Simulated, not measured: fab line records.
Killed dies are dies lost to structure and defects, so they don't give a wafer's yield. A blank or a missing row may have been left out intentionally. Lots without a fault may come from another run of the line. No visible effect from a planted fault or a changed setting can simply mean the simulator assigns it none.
Matching of chambers / flow n5_finfet / 3 sister chambers for N5_HKMG_FIN_ALD_21 on ald_metal-04
The step deposits TiN, target thk 1.5 nm, pulse time 1 s, purge time 3 s. 3 wafers are shown with their chamber, then 5 later ones without.

WAFERS WITH THEIR CHAMBER
wafer=L080.4; chamber=3; heater_power_w (W)=758
wafer=L081.4; chamber=2; heater_power_w (W)=845
wafer=L081.6; chamber=0; heater_power_w (W)=790

WAFERS MISSING THEIR CHAMBER
wafer=L088.1; heater_power_w (W)=858
wafer=L088.2; heater_power_w (W)=761
wafer=L092.4; heater_power_w (W)=783
wafer=L096.3; heater_power_w (W)=844
wafer=L096.4; heater_power_w (W)=780

EACH ONE'S CHAMBER
wafer=L088.1; from the rows above=2; in truth=2
wafer=L088.2; from the rows above=3; in truth=3
wafer=L092.4; from the rows above=0; in truth=0
wafer=L096.3; from the rows above=2; in truth=2
wafer=L096.4; from the rows above=can't be placed: 0 or 3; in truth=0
4 of 5 placed correctly. These rows do not allow placing 1 (true chamber among the candidates in 1). Placed wrongly: 0.
How it was worked out, from the rows above alone: a wafer's distance from a chamber is the root of the sum, over the readings, of the square of ((its reading less the chamber's mean) divided by the reading's scatter). The wafer belongs to the nearest chamber; if the next one is less than 2 further off, it can't be placed. The mean given for a chamber averages the wafers shown for that chamber. The scatter: with one shown wafer a chamber, the root of the mean of the squares of how far each hidden wafer lies from its nearest shown one.
